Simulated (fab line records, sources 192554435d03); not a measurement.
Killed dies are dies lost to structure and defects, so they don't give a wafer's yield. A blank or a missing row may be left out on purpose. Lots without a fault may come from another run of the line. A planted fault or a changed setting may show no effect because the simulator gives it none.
fab line records | flow n5_finfet
record lots=7 wafers=21
route steps=1938 shown BEOL_M1@755 BEOL_M2@841 BEOL_M3@974 BEOL_M4@1048
start_h: hours from the record's first day to the start of the lot's first wafer shown | wait_h: hours since the lot's step before | " the same as in the row above | L1.1+2: a row that stands for several wafers | - no value, or no start given | * or withheld: withheld | < > ~ a bound
route shown NAME@n: a module of which the file shows steps, and the number in the route of the first | usual: mean/standard deviation of fault-free wafers | same: alike in all rows | chamber/n: place in a boat | sites: the reading at each site | _std_site: their standard deviation | _edge_site: outer sites' mean less inner sites' | radius_mm: how far each site lies from the wafer's centre | mask NAME#n: copy n | behind: the tool/chamber that last shaped the wafer | hold: why the lot was held/for how many hours/how that ended | device: the transistor (n, p or np) that didn't switch | end of line: the same wafers' tests at the end of the route | a step without rows: its recipe alone | killed: dies lost to structure and defects at the first sort, not the wafer's yield | map: a wafer's dies, x killed, . not, _ none there
set.NAME: the setting as run; set.NAME@STEP: as run at that earlier step | model.NAME: the simulator's own value behind a step, which no gauge read
lots whose settings were changed on purpose; a table a step, a row a wafer
## steps
# step N5_BEOL_M1_COAT_61
# recipe resist=SOC temp_c=250 time_s=60 spin_rpm=1500 resist_thk_nm=60
# columns lot.wafer tool chamber start_h wait_h set.spin_rpm model.SOC_of_BEOL_M1_COAT_61.thk_nm
L074.2+5 litho_track-02 0 126.99 0.1 1500 60
L074.3 " 0 " " 1500 60.2
L081.3 litho_track-01 0 174.27 0.1 1500 60.2
L081.4 " 0 " " 1500 60
L081.5 " 0 " " 1653 57.2
L084.1 litho_track-01 0 196.97 0.1 1500 59.8
L084.4 " 0 " " 1500 60
L084.6 " 0 " " 1373 62.4
L088.2 litho_track-02 0 217.27 0.1 1644 57.6
L088.5 " 0 " " 1500 60.2
L088.6 " 0 " " 1644 57.4
L089.2 litho_track-01 0 222.56 0.1 1418 61.6
L089.5 " 0 " " 1500 59.6
L089.6 " 0 " " 1500 59.8
L092.1 litho_track-01 0 240.77 0.1 1500 60
L092.3+4 " 0 " " 1500 59.8
L093.1 litho_track-01 0 249.06 0.1 1367 62.8
L093.5 " 0 " " 1367 63
L093.6 " 0 " " 1500 60
# step N5_BEOL_M1_COAT_05
# recipe resist=CAR-EUV spin_rpm=1500 resist_thk_nm=30
# columns lot.wafer tool chamber start_h wait_h set.spin_rpm model.CAR-EUV_of_BEOL_M1_COAT_05.thk_nm
L074.2+3+5 litho_track-02 0 - - 1500 30
L081.3 litho_track-01 0 - - 1644 28.8
L081.4 " 0 " " 1644 28.6
L081.5 " 0 " " 1500 30
L084.1 litho_track-01 0 - - 1628 29
L084.4 " 0 " " 1500 30
L084.6 " 0 " " 1628 28.8
L088.2+5 litho_track-02 0 - - 1500 29.8
L088.6 " 0 " " 1500 30
L089.2 litho_track-01 0 - - 1500 30
L089.5+6 " 0 " " 1438 30.6
L092.1+4 litho_track-01 0 - - 1626 28.8
L092.3 " 0 " " 1500 30
L093.1 litho_track-01 0 - - 1500 30
L093.5 " 0 " " 1587 29
L093.6 " 0 " " 1587 29.2
# step N5_BEOL_M1_EBR_07
# recipe solvent=PGMEA ebr_width_mm=1.5
# step N5_BEOL_M1_SOFTBAKE_06
# recipe temp_c=110 time_s=60 resist=CAR-EUV
# step N5_BEOL_M1_EXPOSE_08
# recipe mask_id=M1 na=0.33 source_shape=dipole sigma_inner=0.369 sigma_outer=0.767 polarization=unpolarized dose_mj=33
# step N5_BEOL_M1_PEB_09
# recipe peb_temp_c=100 peb_time_s=60 resist=CAR-EUV
# step N5_BEOL_M1_DEVELOP_10
# recipe develop_time_s=30 developer=TMAH resist=CAR-EUV rinse_liquid=surfactant_rinse dry=air_spin dev_temp_c=23
# columns lot.wafer tool chamber start_h wait_h set.spin_rpm@BEOL_M1_COAT_05 model.CAR-EUV_of_BEOL_M1_COAT_05.thk_nm
L074.2+3+5 litho_track-01 0 - - 1500 29.6
L081.3+4 litho_track-02 0 - - 1644 28.2
L081.5 " 0 " " 1500 29.6
L084.1+6 litho_track-02 0 - - 1628 28.4
L084.4 " 0 " " 1500 29.6
L088.2+5 litho_track-02 0 - - 1500 29.4
L088.6 " 0 " " 1500 29.6
L089.2 litho_track-01 0 - - 1500 29.4
L089.5+6 " 0 " " 1438 30.2
L092.1+4 litho_track-02 0 - - 1626 28.4
L092.3 " 0 " " 1500 29.6
L093.1 litho_track-02 0 - - 1500 29.4
L093.5+6 " 0 " " 1587 28.6
# step N5_BEOL_M1_ETCH_74
# recipe chemistry=N2/H2 target=underlayer target_depth_a=65 mask_material=CAR-EUV time_s=5.2 ion_energy_ev=200 pressure_mtorr=30 source_w=840 bias_w=150 n2_flow_sccm=200 h2_flow_sccm=200 ends=cleared
# step N5_BEOL_M1_ETCH_63
# recipe chemistry=CF4 target=SiARC target_depth_a=156 mask_material=CAR-EUV time_s=26 ion_energy_ev=80 pressure_mtorr=40 source_w=545 bias_w=36 Ar_flow_sccm=100 cf4_flow_sccm=100 ends=cleared
# step N5_BEOL_M1_ETCH_64
# recipe chemistry=N2/H2 target=SOC target_depth_a=750 overetch_a=150 mask_material=SiARC temp_c=40 time_s=112.5 ion_energy_ev=200 pressure_mtorr=30 source_w=840 bias_w=150 n2_flow_sccm=200 h2_flow_sccm=200
# columns lot.wafer tool chamber start_h wait_h set.spin_rpm@BEOL_M1_COAT_61 model.etch.depth_nm
L074.2+5 rie_diel-03 1,0 127.46 0.0 1500 60.08
L074.3 " 0 " " 1500 60.11
L081.3 rie_diel-01 3 174.94 0.0 1500 60.13
L081.4 " 0 " " 1500 60.01
L081.5 " 3 " " 1653 57.22
L084.1 rie_diel-01 0 197.97 0.0 1500 59.72
L084.4 " 3 " " 1500 60.01
L084.6 " 3 " " 1373 62.49
L088.2 rie_diel-06 0 217.84 0.0 1644 57.54
L088.5 " 1 " " 1500 60.15
L088.6 " 2 " " 1644 57.49
L089.2 rie_diel-06 0 223.15 0.0 1418 61.53
L089.5 " 2 " " 1500 59.69
L089.6 " 3 " " 1500 59.8
L092.1 rie_diel-06 3 241.73 0.0 1500 59.97
L092.3 " 0 " " 1500 59.88
L092.4 " 0 " " 1500 59.78
L093.1 rie_diel-06 1 249.53 0.0 1367 62.84
L093.5 " 0 " " 1367 62.99
L093.6 " 3 " " 1500 59.97
# step N5_BEOL_M1_CMP_52
# recipe stop_on=SiOC t_overpolish_s=6.8 down_force_psi=1 platen_rpm=50 clearing_platen_down_force_psi=1.5 clearing_platen_rpm=50 post_cmp_clean=cu_alkaline target_thk_nm=40 clearing_platen_pad_velocity_m_s=0.99484 pad_velocity_m_s=0.99484
# usual barrier_field_endpoint_s=24.6/0.63
# columns lot.wafer tool chamber start_h wait_h set.down_force_psi barrier_field_endpoint_s
L074.3 cmp-02 2 137.95 0.2 1 23.9
L074.2 " 0 " " 1 24.6
L074.5 " 2 " " 1 24.0
L081.3 cmp-03 1 187.58 0.2 1 24.5
L081.4 " 2 " " 1 24.0
L081.5 " 0 " " 1.175 20.6
L084.4 cmp-01 2 204.35 0.1 1.142 21.6
L084.1 " 3 " " 1 24.5
L084.6 " 3 " " 1 25.3
L089.2 cmp-02 3 227.92 0.2 1 24.0
L089.5 " 3 " " 1 24.3
L089.6 " 0 " " 1 24.7
L088.2 cmp-03 0 227.95 0.2 1 24.3
L088.5 " 3 " " 1.21 20.7
L088.6 " 0 " " 1.21 20.6
L092.1 cmp-03 0 246.53 0.3 0.8773 28.5
L092.3 " 2 " " 1 24.2
L092.4 " 3 " " 1 25.5
L093.1 cmp-01 0 255.40 0.3 1 24.4
L093.6 " 2 " " 1 24.5
L093.5 " 3 " " 0.8901 27.8
# step N5_BEOL_M2_ILD_DEP_00
# recipe material=SiOC target_thk_a=790 temp_c=350 precursor=DEMS/O2 pressure_torr=5 rf_w=500 time_s=15.3
# columns lot.wafer tool chamber start_h wait_h set.time_s model.SiOC_of_BEOL_M2_ILD_DEP_00.thk_nm
L074.2 pecvd-02 0 138.53 0.0 15.3 79
L074.3 " 2 " " 15.3 78
L074.5 " 1 " " 15.3 79.4
L081.3 pecvd-02 0 188.16 0.0 16.31 83.2
L081.4 " 2 " " 15.3 79.4
L081.5 " 1 " " 16.31 84.8
L084.1+4 pecvd-01 0 204.98 0.0 16.48 85.4
L084.6 " 2 " " 15.3 80.2
L088.2+5 pecvd-01 2,0 228.53 0.0 15.3 79.2
L088.6 " 1 " " 13.06 68
L089.2 pecvd-03 1 228.67 0.0 16.94 85.8
L089.5 " 1 " " 16.94 87.6
L089.6 " 0 " " 15.3 78.6
L092.1 pecvd-03 1 247.24 0.0 15.3 77.4
L092.3 " 0 " " 17.33 88
L092.4 " 0 " " 15.3 79.2
L093.1 pecvd-01 2 256.08 0.0 14.26 74
L093.5 " 0 " " 15.3 79.6
L093.6 " 2 " " 14.26 74.8
# step N5_BEOL_M2_THK_MEAS_01
# recipe reads=SiOC_of_BEOL_M2_ILD_DEP_00
# usual M2_ILD_THK=79.1/0.91
# columns lot.wafer tool chamber start_h wait_h set.time_s@BEOL_M2_ILD_DEP_00 M2_ILD_THK[nm]
L074.2 film_metro-02 - 138.60 0.1 15.3 78.9
L074.3 " - " " 15.3 78.0
L074.5 " - " " 15.3 79.3
L081.3 film_metro-02 - 188.22 0.1 16.31 83.3
L081.4 " - " " 15.3 79.4
L081.5 " - " " 16.31 84.8
L084.1 film_metro-02 - 205.05 0.0 16.48 85.3
L084.4 " - " " 16.48 85.4
L084.6 " - " " 15.3 80.3
L088.2 film_metro-01 - 228.60 0.1 15.3 79.3
L088.5 " - " " 15.3 79.2
L088.6 " - " " 13.06 67.9
L089.2 film_metro-01 - 228.75 0.1 16.94 85.8
L089.5 " - " " 16.94 87.7
L089.6 " - " " 15.3 78.6
L092.1 film_metro-02 - 247.31 0.0 15.3 77.5
L092.3 " - " " 17.33 88.1
L092.4 " - " " 15.3 79.2
L093.1 film_metro-01 - 256.16 0.1 14.26 74.0
L093.5 " - " " 15.3 79.5
L093.6 " - " " 14.26 74.9
# step N5_BEOL_M2_EXPOSE_08
# recipe mask_id=M2 na=0.33 source_shape=dipole sigma_inner=0.369 sigma_outer=0.767 polarization=unpolarized dose_mj=41.25
# columns lot.wafer tool chamber start_h wait_h mask set.dose_mj
L074.2+3+5 euv_scanner-02 0 139.73 - M2#0 41.25
L081.3 euv_scanner-01 0 189.07 - M2#0 41.25
L081.4+5 " 0 " " M2#0 42.02
L084.1+4 euv_scanner-01 0 205.60 - M2#0 41.25
L084.6 " 0 " " M2#0 39.47
L088.2+6 euv_scanner-02 0 229.66 - M2#0 41.25
L088.5 " 0 " " M2#0 42.85
L089.2+5+6 euv_scanner-02 0 229.92 - M2#0 41.25
L092.1+3 euv_scanner-01 0 249.32 - M2#0 41.25
L092.4 " 0 " " M2#0 39.8
L093.1+5 euv_scanner-02 0 257.88 - M2#0 41.25
L093.6 " 0 " " M2#0 38.37
# step N5_BEOL_M2_PEB_09
# recipe peb_temp_c=100 peb_time_s=60 resist=CAR-EUV
# step N5_BEOL_M2_DEVELOP_10
# recipe develop_time_s=30 developer=TMAH resist=CAR-EUV rinse_liquid=surfactant_rinse dry=air_spin dev_temp_c=23
# step N5_BEOL_M2_CD_MEAS_11
# recipe target_cd_nm=16.79 landing_energy_ev=500 detector=se_inlens polarity=opening
# usual cd_nm=16.82/0.23
# columns lot.wafer tool chamber start_h wait_h set.dose_mj@BEOL_M2_EXPOSE_08 cd_nm
L074.2 cd_sem-01 0 139.85 - 41.25 16.78
L074.3 " 0 " " 41.25 16.68
L074.5 " 0 " " 41.25 16.58
L081.3 cd_sem-01 0 189.19 - 41.25 16.79
L081.4 " 0 " " 42.02 17.20
L081.5 " 0 " " 42.02 17.37
L084.1 cd_sem-01 0 205.73 - 41.25 16.97
L084.4 " 0 " " 41.25 16.52
L084.6 " 0 " " 39.47 16.11
L088.2 cd_sem-03 0 229.79 - 41.25 16.49
L088.5 " 0 " " 42.85 17.61
L088.6 " 0 " " 41.25 16.75
L089.2 cd_sem-02 0 230.05 - 41.25 17.00
L089.5 " 0 " " 41.25 16.58
L089.6 " 0 " " 41.25 16.70
L092.1 cd_sem-01 0 249.45 - 41.25 16.95
L092.3 " 0 " " 41.25 16.59
L092.4 " 0 " " 39.8 15.90
L093.1 cd_sem-02 0 258.01 - 41.25 16.48
L093.5 " 0 " " 41.25 16.76
L093.6 " 0 " " 38.37 15.18
# step N5_BEOL_M2_DESCUM_16
# recipe chemistry=O2 time_s=7 source_power_w=50 bias_power_w=20 pressure_mtorr=20 rf_frequency_hz=2.712e+07 temp_c=40 resist=CAR-EUV o2_flow_sccm=225
# step N5_BEOL_M2_ETCH_74
# recipe chemistry=N2/H2 target=underlayer target_depth_a=65 mask_material=CAR-EUV time_s=5.2 ion_energy_ev=200 pressure_mtorr=30 source_w=840 bias_w=150 n2_flow_sccm=200 h2_flow_sccm=200 ends=cleared
# columns lot.wafer tool chamber start_h wait_h set.dose_mj@BEOL_M2_EXPOSE_08 model.BEOL_M2.cd_offset_nm
L074.2 rie_diel-05 0 146.26 0.0 41.25 0
L074.3+5 " 1,2 " " 41.25 -0.2
L081.3 rie_diel-04 1 189.67 0.0 41.25 0
L081.4+5 " 3 " " 42.02 0.4
L084.1+4 rie_diel-04 1,0 205.94 0.0 41.25 0
L084.6 " 2 " " 39.47 -0.8
L088.2+6 rie_diel-04 3 229.94 0.0 41.25 0
L088.5 " 0 " " 42.85 0.8
L089.2 rie_diel-04 2 230.24 0.0 41.25 0.2
L089.5+6 " 3,2 " " 41.25 0
L092.1+3 rie_diel-05 3,0 249.86 0.0 41.25 0
L092.4 " 1 " " 39.8 -0.8
L093.1 rie_diel-05 2 258.17 0.0 41.25 0
L093.5 " 3 " " 41.25 -0.2
L093.6 " 0 " " 38.37 -1.6
# step N5_BEOL_M2_ETCH_64
# recipe chemistry=N2/H2 target=SOC target_depth_a=750 overetch_a=225 mask_material=SiARC temp_c=40 time_s=121.9 ion_energy_ev=200 pressure_mtorr=30 source_w=840 bias_w=150 n2_flow_sccm=200 h2_flow_sccm=200
# usual rf_vpp_V=524.2/1.5
# columns lot.wafer tool chamber start_h wait_h set.bias_w set.dose_mj@BEOL_M2_EXPOSE_08 rf_vpp_V model.BEOL_M2.cd_offset_nm model.SiARC_of_BEOL_M2_COAT_62.thk_nm
L074.2 rie_diel-05 0 146.30 0.0 150 41.25 525.6 0 6.4
L074.3 " 1 " " 150 41.25 521.8 0 6.4
L074.5 " 2 " " 150 41.25 522.9 -0.2 6.4
L081.3 rie_diel-04 1 189.72 0.0 150 41.25 525.8 0.2 6.4
L081.4 " 3 " " 150 42.02 525.5 0.6 6.6
L081.5 " 3 " " 150 42.02 525.4 0.4 6.6
L084.1 rie_diel-04 1 205.99 0.0 134.9 41.25 492.6 0 7.2
L084.4 " 0 " " 134.9 41.25 488.5 -0.4 7
L084.6 " 2 " " 134.9 39.47 489.8 -0.8 7
L088.2 rie_diel-04 3 229.99 0.0 168.6 41.25 566.3 -0.2 5.8
L088.5 " 0 " " 168.6 42.85 563.1 0.6 5.6
L088.6 " 3 " " 168.6 41.25 565.6 0 5.8
L089.2 rie_diel-04 2 230.29 0.0 169.1 41.25 564.8 0.2 5.4
L089.5 " 3 " " 150 41.25 525.6 0 6.6
L089.6 " 2 " " 169.1 41.25 565.2 0.2 5.4
L092.1 rie_diel-05 3 249.90 0.0 150 41.25 526.8 0.2 6.4
L092.3 " 0 " " 150 41.25 522.4 -0.2 6.4
L092.4 " 1 " " 160.9 39.8 546.2 -0.8 5.8
L093.1 rie_diel-05 2 258.21 0.0 150 41.25 522.5 0.2 6.4
L093.5 " 3 " " 138.8 41.25 501.0 -0.2 7
L093.6 " 0 " " 138.8 38.37 499.8 -1.6 6.8
# step N5_BEOL_M2_STRIP_65
# recipe chemistry=N2/H2 temp_c=40 n2_flow_sccm=200 h2_flow_sccm=200 rf_frequency_hz=6e+07
# step N5_BEOL_M2_STRIP_75
# recipe chemistry=N2/H2 temp_c=40 n2_flow_sccm=200 h2_flow_sccm=200 rf_frequency_hz=6e+07
# step N5_BEOL_M2_STRIP_66
# recipe chemistry=CF4 resist=SiARC power_w=300 bias_power_w=75 pressure_mtorr=50 cf4_flow_sccm=150 rf_frequency_hz=6e+07
# step N5_BEOL_M2_HM_OPEN_17
# recipe chemistry=Cl2/BCl3 target_depth_a=200 overetch_a=60 target=TiN mask_material=SOC ion_energy_ev=150 pressure_mtorr=10 icp_w=1000 bias_w=126 Cl2_flow_sccm=53.25 bcl3_flow_sccm=21.75 Ar_flow_sccm=25
# columns lot.wafer tool chamber start_h wait_h set.dose_mj@BEOL_M2_EXPOSE_08 model.BEOL_M2.cd_offset_nm
L074.2 rie_metal-01 0 146.51 0.1 41.25 0
L074.3+5 " 0 " " 41.25 -0.2
L081.3 rie_metal-03 0 189.95 0.1 41.25 0.2
L081.4 " 0 " " 42.02 0.6
L081.5 " 0 " " 42.02 0.4
L084.1+4 rie_metal-01 0 206.16 0.0 41.25 -0.2
L084.6 " 1 " " 39.47 -0.4
L088.2+6 rie_metal-01 1,0 230.16 0.0 41.25 0
L088.5 " 1 " " 42.85 0.6
L089.2+6 rie_metal-03 1,0 230.46 0.0 41.25 0.2
L089.5 " 1 " " 41.25 0
L092.1 rie_metal-03 1 250.08 0.0 41.25 0.2
L092.3 " 0 " " 41.25 -0.2
L092.4 " 1 " " 39.8 -0.8
L093.1 rie_metal-03 1 258.39 0.0 41.25 0.2
L093.5 " 1 " " 41.25 -0.2
L093.6 " 0 " " 38.37 -1.6
# step N5_BEOL_M3_ETCH_70
# recipe chemistry=N2/H2 target=SOC target_depth_a=800 overetch_a=160 mask_material=SiARC temp_c=40 time_s=120 ion_energy_ev=200 pressure_mtorr=30 source_w=840 bias_w=150 n2_flow_sccm=200 h2_flow_sccm=200
# usual rf_vpp_V=523.9/2.5
# columns lot.wafer tool chamber start_h wait_h set.bias_w rf_vpp_V model.SiARC_of_BEOL_M3_COAT_68.thk_nm
L074.2 rie_diel-03 2 178.12 0.0 150 527.3 6.4
L074.3 " 3 " " 150 525.6 6.4
L074.5 " 2 " " 150 528.0 6.4
L081.3 rie_diel-03 3 229.93 0.0 150 525.5 6.4
L081.4 " 1 " " 164.2 550.6 5.6
L081.5 " 2 " " 164.2 557.8 5.8
L084.1 rie_diel-03 3 243.00 0.0 150 525.9 6.4
L084.4 " 2 " " 173.9 576.4 5.4
L084.6 " 1 " " 173.9 570.8 5.4
L092.1 rie_diel-03 1 259.21 0.0 150 519.4 6.4
L092.3 " 2 " " 150 527.3 6.4
L092.4 " 3 " " 150 525.0 6.4
L088.2 rie_diel-01 2 278.03 0.0 159 547.6 5.6
L088.5 " 2 " " 150 529.1 6.2
L088.6 " 3 " " 150 521.6 6.2
L089.2 rie_diel-03 2 291.89 0.0 150 526.4 6.4
L089.5 " 3 " " 161.3 549.9 5.8
L089.6 " 2 " " 161.3 550.0 5.8
L093.1 rie_diel-06 3 313.35 0.0 137.2 496.1 7
L093.5 " 2 " " 137.2 491.8 7
L093.6 " 3 " " 150 523.9 6.4
# step N5_BEOL_M3_TRENCH_ETCH_37
# recipe chemistry=C4F6/O2 target_depth_a=555.55 target=SiOC time_s=29.2 ion_energy_ev=250 pressure_mtorr=30 source_w=355 bias_w=185 Ar_flow_sccm=300 C4F6_flow_sccm=10 O2_flow_sccm=10
# usual rf_vpp_V=667/6.6
# columns lot.wafer tool chamber start_h wait_h set.source_w rf_vpp_V
L074.2 rie_diel-03 2 - - 355 679
L074.3 " 3 " " 355 673
L074.5 " 2 " " 355 679
L081.3 rie_diel-03 2 - - 355 677
L081.4 " 3 " " 374.5 654
L081.5 " 3 " " 355 672
L084.1 rie_diel-03 3 - - 355 671
L084.4 " 2 " " 355 677
L084.6 " 1 " " 355 657
L092.1 rie_diel-03 1 - - 386.5 629
L092.3 " 2 " " 386.5 649
L092.4 " 3 " " 355 671
L088.2 rie_diel-01 2 - - 355 672
L088.5 " 2 " " 355 673
L088.6 " 3 " " 355 657
L089.2 rie_diel-03 2 - - 392.5 643
L089.5 " 3 " " 392.5 639
L089.6 " 2 " " 355 679
L093.1 rie_diel-06 3 - - 355 669
L093.5 " 2 " " 355 658
L093.6 " 3 " " 355 668
# step N5_BEOL_M4_COAT_68
# recipe resist=SiARC temp_c=220 time_s=60 spin_rpm=1500 resist_thk_nm=12
# columns lot.wafer tool chamber start_h wait_h set.spin_rpm model.SiARC_of_BEOL_M4_COAT_68.thk_nm
L074.2+3+5 litho_track-02 0 - - 1500 12
L081.3 litho_track-03 0 - - 1500 12
L081.4+5 " 0 " " 1412 12.4
L084.1+4 litho_track-05 0 - - 1500 12
L084.6 " 0 " " 1439 12.2
L092.1+3+4 litho_track-05 0 - - 1500 12
L088.2+5+6 litho_track-03 0 - - 1500 12
L089.2+6 litho_track-05 0 - - 1372 12.6
L089.5 " 0 " " 1500 12
L093.1+6 litho_track-03 0 - - 1413 12.4
L093.5 " 0 " " 1500 12
## key
split step=N5_BEOL_M1_COAT_61 setting=spin_rpm stated=1500 by=wafer
response step=N5_BEOL_M1_COAT_61 reading=model.SOC_of_BEOL_M1_COAT_61.thk_nm change=-0.3 per=1% r=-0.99
response step=N5_BEOL_M1_ETCH_64 reading=model.etch.depth_nm change=-0.299 per=1% r=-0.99
split step=N5_BEOL_M1_COAT_05 setting=spin_rpm stated=1500 by=wafer
response step=N5_BEOL_M1_COAT_05 reading=model.CAR-EUV_of_BEOL_M1_COAT_05.thk_nm change=-0.138 per=1% r=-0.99
response step=N5_BEOL_M1_DEVELOP_10 reading=model.CAR-EUV_of_BEOL_M1_COAT_05.thk_nm change=-0.146 per=1% r=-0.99
split step=N5_BEOL_M1_CMP_52 setting=down_force_psi stated=1 by=wafer
response step=N5_BEOL_M1_CMP_52 reading=barrier_field_endpoint_s change=-0.22 per=1% r=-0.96
split step=N5_BEOL_M2_ILD_DEP_00 setting=time_s stated=15.3 by=wafer
response step=N5_BEOL_M2_ILD_DEP_00 reading=model.SiOC_of_BEOL_M2_ILD_DEP_00.thk_nm change=+0.741 per=1% r=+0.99
response step=N5_BEOL_M2_THK_MEAS_01 reading=M2_ILD_THK change=+0.744 per=1% r=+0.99
split step=N5_BEOL_M2_EXPOSE_08 setting=dose_mj stated=41.25 by=wafer
response step=N5_BEOL_M2_CD_MEAS_11 reading=cd_nm change=+0.21 per=1% r=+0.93
response step=N5_BEOL_M2_ETCH_74 reading=model.BEOL_M2.cd_offset_nm change=+0.21 per=1% r=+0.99
response step=N5_BEOL_M2_ETCH_64 reading=model.BEOL_M2.cd_offset_nm change=+0.202 per=1% r=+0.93
response step=N5_BEOL_M2_HM_OPEN_17 reading=model.BEOL_M2.cd_offset_nm change=+0.18 per=1% r=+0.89
split step=N5_BEOL_M2_ETCH_64 setting=bias_w stated=150 by=wafer
response step=N5_BEOL_M2_ETCH_64 reading=rf_vpp_V change=+3.04 per=1% r=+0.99
response step=N5_BEOL_M2_ETCH_64 reading=model.SiARC_of_BEOL_M2_COAT_62.thk_nm change=-0.0863 per=1% r=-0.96
split step=N5_BEOL_M3_ETCH_70 setting=bias_w stated=150 by=wafer
response step=N5_BEOL_M3_ETCH_70 reading=rf_vpp_V change=+3.14 per=1% r=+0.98
response step=N5_BEOL_M3_ETCH_70 reading=model.SiARC_of_BEOL_M3_COAT_68.thk_nm change=-0.0703 per=1% r=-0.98
split step=N5_BEOL_M3_TRENCH_ETCH_37 setting=source_w stated=355 by=wafer
response step=N5_BEOL_M3_TRENCH_ETCH_37 reading=rf_vpp_V change=-3.57 per=1% r=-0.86
split step=N5_BEOL_M4_COAT_68 setting=spin_rpm stated=1500 by=wafer
response step=N5_BEOL_M4_COAT_68 reading=model.SiARC_of_BEOL_M4_COAT_68.thk_nm change=-0.0673 per=1% r=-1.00
